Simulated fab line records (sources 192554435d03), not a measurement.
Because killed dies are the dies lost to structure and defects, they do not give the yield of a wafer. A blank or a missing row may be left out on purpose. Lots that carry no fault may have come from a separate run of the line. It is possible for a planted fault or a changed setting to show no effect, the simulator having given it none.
Chamber matching + flow n5-finfet + N5_BEOL_M7_ETCH_72 on rie-diel-04 has 4 sister chambers
The step etches underlayer in N2/H2, target depth 6.5 nm, time 5.2 s. 24 wafers are shown with their chamber, then 12 later ones without.

EACH WAFER AND ITS CHAMBER
| wafer  | chamber | drypump-motor-current-A (A) | showerhead-plenum-p-Torr (Torr) | throttle-valve-pct (%) |
|--------|---------|-----------------------------|---------------------------------|------------------------|
| L076.1 | 0       | 5.3                         | 2.42                            | 17.95                  |
| L076.4 | 0       | 5.2                         | 2.42                            | 17.93                  |
| L076.6 | 1       | 5.2                         | 2.59                            | 17.81                  |
| L075.1 | 2       | 6.2                         | 2.53                            | 17.98                  |
| L075.3 | 1       | 5.2                         | 2.59                            | 17.81                  |
| L075.5 | 0       | 5.2                         | 2.42                            | 17.93                  |
| L080.2 | 3       | 5.3                         | 2.49                            | 17.11                  |
| L080.3 | 1       | 5.2                         | 2.59                            | 17.79                  |
| L080.4 | 0       | 5.3                         | 2.42                            | 17.95                  |
| L083.1 | 1       | 5.2                         | 2.59                            | 17.82                  |
| L083.2 | 3       | 5.3                         | 2.49                            | 17.14                  |
| L083.3 | 0       | 5.2                         | 2.42                            | 17.98                  |
| L085.1 | 1       | 5.2                         | 2.58                            | 17.83                  |
| L085.4 | 3       | 5.3                         | 2.49                            | 17.14                  |
| L085.5 | 1       | 5.3                         | 2.58                            | 17.84                  |
| L091.3 | 2       | 6.2                         | 2.52                            | 18.05                  |
| L091.4 | 3       | 5.3                         | 2.49                            | 17.17                  |
| L091.6 | 3       | 5.3                         | 2.49                            | 17.16                  |
| L090.2 | 2       | 6.2                         | 2.52                            | 18.05                  |
| L090.3 | 1       | 5.2                         | 2.58                            | 17.85                  |
| L090.4 | 3       | 5.3                         | 2.49                            | 17.16                  |
| L093.4 | 0       | 5.2                         | 2.41                            | 17.96                  |
| L093.5 | 0       | 5.2                         | 2.41                            | 17.99                  |
| L093.6 | 1       | 5.2                         | 2.58                            | 17.83                  |

SIGNATURES, as means of the wafers listed above
| reading                  | chamber 0 | chamber 1 | chamber 2 | chamber 3 | scatter within a chamber |
|--------------------------|-----------|-----------|-----------|-----------|--------------------------|
| drypump-motor-current-A  | 5.229     | 5.213     | 6.200     | 5.300     | 0.0339                   |
| showerhead-plenum-p-Torr | 2.4171    | 2.5850    | 2.5233    | 2.4900    | 0.00453                  |
| throttle-valve-pct       | 17.9557   | 17.8225   | 18.0267   | 17.1467   | 0.0238                   |
Rule: a wafer lies at a distance from a chamber equal to the root of the sum of squares, over the readings, of (its reading less the chamber's mean, divided by the reading's scatter). If the next closest chamber is less than 2 further off than the closest, the wafer can't be placed; otherwise it belongs to the closest. The scatter: take each reading less its chamber's mean, square it, sum over the shown wafers, divide by the number of wafers less the number of chambers, and take the root.

WAFERS WITH NO CHAMBER GIVEN
| wafer  | drypump-motor-current-A (A) | showerhead-plenum-p-Torr (Torr) | throttle-valve-pct (%) |
|--------|-----------------------------|---------------------------------|------------------------|
| L092.1 | 5.2                         | 2.58                            | 17.86                  |
| L092.2 | 5.2                         | 2.41                            | 17.96                  |
| L092.5 | 5.3                         | 2.49                            | 17.18                  |
| L094.2 | 5.2                         | 2.41                            | 18.02                  |
| L094.3 | 5.2                         | 2.58                            | 17.88                  |
| L094.4 | 5.3                         | 2.48                            | 17.15                  |
| L095.1 | 5.3                         | 2.48                            | 17.18                  |
| L095.4 | 6.2                         | 2.51                            | 18.03                  |
| L095.5 | 5.2                         | 2.58                            | 17.84                  |
| L096.1 | 5.2                         | 2.58                            | 17.85                  |
| L096.2 | 5.2                         | 2.48                            | 17.18                  |
| L096.6 | 5.3                         | 2.41                            | 18.00                  |

EACH ONE'S CHAMBER
| wafer  | from the rows above | in truth |
|--------|---------------------|----------|
| L092.1 | 1                   | 1        |
| L092.2 | 0                   | 0        |
| L092.5 | 3                   | 3        |
| L094.2 | 0                   | 0        |
| L094.3 | 1                   | 1        |
| L094.4 | 3                   | 3        |
| L095.1 | 3                   | 3        |
| L095.4 | 2                   | 2        |
| L095.5 | 1                   | 1        |
| L096.1 | 1                   | 1        |
| L096.2 | 3                   | 3        |
| L096.6 | 0                   | 0        |
Placed correctly: 12 of 12. Not placeable from these rows: 0. Wrongly placed: 0.
